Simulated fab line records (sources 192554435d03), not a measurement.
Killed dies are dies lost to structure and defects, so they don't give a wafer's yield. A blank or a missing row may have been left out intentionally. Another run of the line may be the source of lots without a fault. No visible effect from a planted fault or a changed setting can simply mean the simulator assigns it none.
Split-lot experiment -- flow n5 finfet -- on a route of 1938 steps: 7 lots, 21 wafers read

## THE SPLIT
At N5_BEOL_M14_COAT_66 (time 60 s, resist thk 110 nm), the setting spin rpm was moved away from the recipe's 1500 rpm on 11 of the 21 wafers read, by -10.5% to +7.4%. All remaining wafers had this setting at the recipe value.

## FROM THE SPLIT TO THE READING: what the file shows between them, 2 steps
- N5_BEOL_M14_DESCUM_33: chemistry O2, time 7.9 s (also split here: time s)
- N5_BEOL_M14_ETCH_67: etches SiARC in CF4, target depth 143 nm, time 238.3 s

## THE READING
SiARC_of_BEOL_M14_COAT_66.thk nm (the simulator's own value, which no gauge read), in nm, at N5_BEOL_M14_ETCH_68 (etches SOC in N2/H2, time 450 s). The file gives no usual value for it. Here, 10 wafers ran the recipe; their average is 65.1 nm with a standard deviation of 0.51 nm.

wafer,"tool, chamber at the split","spin rpm as run, rpm",against the recipe,"SiARC_of_BEOL_M14_COAT_66.thk nm, nm",against lot-mates on the recipe
L078.1,"litho track-01, 0",1500,recipe,65.2,-
L078.3,"litho track-01, 0",1457,-2.9%,67.4,+2.2
L078.6,"litho track-01, 0",1457,-2.9%,67.2,+2.0
L079.1,"litho track-03, 0",1441,-3.9%,68.2,+2.4
L079.3,"litho track-03, 0",1500,recipe,65.8,-
L079.6,"litho track-03, 0",1441,-3.9%,66.6,+0.8
L081.3,"litho track-03, 0",1611,+7.4%,61.4,-3.4
L081.5,"litho track-03, 0",1500,recipe,64.4,-
L081.6,"litho track-03, 0",1500,recipe,65.2,-
L088.1,"litho track-05, 0",1500,recipe,64.2,-
L088.3,"litho track-05, 0",1500,recipe,65.8,-
L088.4,"litho track-05, 0",1500,recipe,65.2,-
L090.2,"litho track-05, 0",1342,-10.5%,70.2,no lot-mate on the recipe
L090.4,"litho track-05, 0",1342,-10.5%,70.4,no lot-mate on the recipe
L090.5,"litho track-05, 0",1342,-10.5%,70.6,no lot-mate on the recipe
L092.1,"litho track-01, 0",1500,recipe,64.6,-
L092.3,"litho track-01, 0",1500,recipe,65.2,-
L092.5,"litho track-01, 0",1500,recipe,65.2,-
L095.1,"litho track-03, 0",1427,-4.9%,68.2,no lot-mate on the recipe
L095.3,"litho track-03, 0",1427,-4.9%,68.2,no lot-mate on the recipe
L095.6,"litho track-03, 0",1427,-4.9%,67.4,no lot-mate on the recipe

FIT RESULTS
A straight line over all 21 wafers: SiARC_of_BEOL_M14_COAT_66.thk nm changes by -0.515 nm for each +1% of spin rpm; r = -0.97; the points scatter about the line by 0.55 nm.
The same after taking each lot's own level away (the mean of its wafers on the recipe; 15 wafers): -0.483 nm for each +1%; r = -0.92; scatter 0.58 nm.
The reading moves by 5.1 nm for the largest change in spin rpm, on that fit.
From 64.80 to 65.80 nm: that is the span of the lots' own levels, equal to 2.0 times the standard deviation above.
The two slopes agree, so the slope changes little with the lot-to-lot level.
Check: -3.74 nm against its lot-mates is what the line predicts for one of the wafers moved furthest among these (+7.4%) when that wafer is left out of the fit. Against them it came out at -3.4 nm.

## ADDITIONAL SPLITS CARRIED BY THESE WAFERS
Note: prior to the reading, these wafers also went through further splits. Each is held against what the fit with the lots' levels taken away leaves over:
other split on the same wafers,wafers away from the commonest value,r with SiARC_of_BEOL_M14_COAT_66.thk nm (lot level and that fit taken away)
N5_BEOL_M11_EXPOSE_08 dose mj,5,-0.57
N5_BEOL_M13_COAT_65 spin rpm,7,+0.35
N5_BEOL_M14_DESCUM_33 time s,9,+0.16

## THE WHOLE CHAIN: every reading that the file lists as answering this split, in the file's order
step,what it does,reading,change (the file's fit),r (the file's)
N5_BEOL_M14_COAT_66,"time 60 s, resist thk 110 nm","SiARC_of_BEOL_M14_COAT_66.thk nm (the simulator's own value, which no gauge read)",-0.547 nm for each +1% of the setting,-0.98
N5_BEOL_M14_ETCH_67,"etches SiARC in CF4, target depth 143 nm, time 238.3 s","etch.depth nm (the simulator's own value, which no gauge read)",-0.559 nm for each +1% of the setting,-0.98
N5_BEOL_M14_ETCH_68,"etches SOC in N2/H2, time 450 s","SiARC_of_BEOL_M14_COAT_66.thk nm (the simulator's own value, which no gauge read)",-0.478 nm for each +1% of the setting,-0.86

## FILE'S OWN FIT
SiARC_of_BEOL_M14_COAT_66.thk nm changes by -0.478 nm for each +1% of spin rpm, r = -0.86.
